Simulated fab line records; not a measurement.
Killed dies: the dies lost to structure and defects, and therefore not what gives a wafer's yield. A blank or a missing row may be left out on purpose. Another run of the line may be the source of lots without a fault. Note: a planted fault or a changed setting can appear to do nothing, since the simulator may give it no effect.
A lot that was struck, set against a sound lot :: flow nandHarc :: 15 out of 1302 route steps
Sound: the wafers L366.1, L366.3, L366.6. Wafers L370.1, L370.4, L370.5 were the ones struck. The cause comes at the end.
Each step with rows lists, per side, the tool, then ch with its chambers, then its first start. Under that, the readings that differ: sound wafers :: struck wafers :: difference of the means :: sigmas: that difference in standard deviations of wafers without a fault.
alike: same words and numbers on both sides, and readings whose means sit less than 2 such deviations apart. not compared: any withheld reading, any reading some wafer has no value for, any bound like >300 that may hide the same value, and any number with overlapping values for which the record gives no deviation.
The two part at a step that has a row with sigmas, a row that says differs or no value, or rows on one side only. Numbers that don't overlap but have no deviation are shown without sigmas and don't part them. A reading that every wafer of one side lacks parts them only if that side has two wafers or more.

first, 1 step without rows for these wafers: NHARC_A_ONON_D1_DEP_03 (target thk 1000 nm).
NHARC_A_ONON_D1_THK_MEAS_05: measures by ellipsometry.
  sound: filmMetro-01 at day 12 06:59; struck: filmMetro-01 at day 13 19:56
  alike: thkNm
then, no rows for these wafers at 1 step: NHARC_A_ONON_D1_DEP_06 (target thk 1000 nm).
NHARC_A_ONON_D1_THK_MEAS_08: measures by ellipsometry.
  sound: filmMetro-02 at day 12 07:34; struck: filmMetro-02 at day 13 20:31
reading: thkNm (nm)
sound: 1013 1012 1015
struck: 985 985 985
difference: -28
sigmas: -3
then, no rows for these wafers at 1 step: NHARC_A_ONON_D1_DEP_09 (target thk 1000 nm).
NHARC_A_ONON_D1_THK_MEAS_11: measures by ellipsometry.
  sound: filmMetro-02 at day 12 08:07; struck: filmMetro-02 at day 13 21:06
  alike: thkNm
then, no rows for these wafers at 1 step: NHARC_A_ONON_D1_DEP_12 (target thk 1000 nm).
NHARC_A_ONON_D1_THK_MEAS_14: measures by ellipsometry.
  sound: filmMetro-02 at day 12 08:41; struck: filmMetro-01 at day 13 21:40
  alike: thkNm
then, 2 steps without rows for these wafers: NHARC_A_ONON_D1_ANNEAL_15 (time 3600 s); NHARC_A_ONON_D1_DEP_16 (target thk 1000 nm).
NHARC_A_ONON_D1_THK_MEAS_18: measures by ellipsometry.
  sound: filmMetro-01 at day 12 18:45; struck: filmMetro-01 at day 14 05:28
  alike: thkNm
NHARC_A_ONON_D1_DEP_19: target thk 1000 nm.
  sound on pecvdOnon-03 ch 0, day 12 18:48; struck on pecvdOnon-02 ch 0, day 14 05:32
NHARC_A_ONON_D1_THK_MEAS_21: measures by ellipsometry.
  sound: filmMetro-01 at day 12 19:19; struck: filmMetro-02 at day 14 06:04
reading: thkNm (nm)
sound: 985 983 984
struck: 1423 1423 1424
difference: +439
sigmas: +72
then, 2 steps without rows for these wafers: NHARC_A_ONON_D1_DEP_22 (target thk 1000 nm); NHARC_END_SORT_01.

## WHERE THEY PART
At NHARC_A_ONON_D1_THK_MEAS_08 first; at NHARC_A_ONON_D1_THK_MEAS_21 last (within this record only).

WHY: whatever the simulator had introduced
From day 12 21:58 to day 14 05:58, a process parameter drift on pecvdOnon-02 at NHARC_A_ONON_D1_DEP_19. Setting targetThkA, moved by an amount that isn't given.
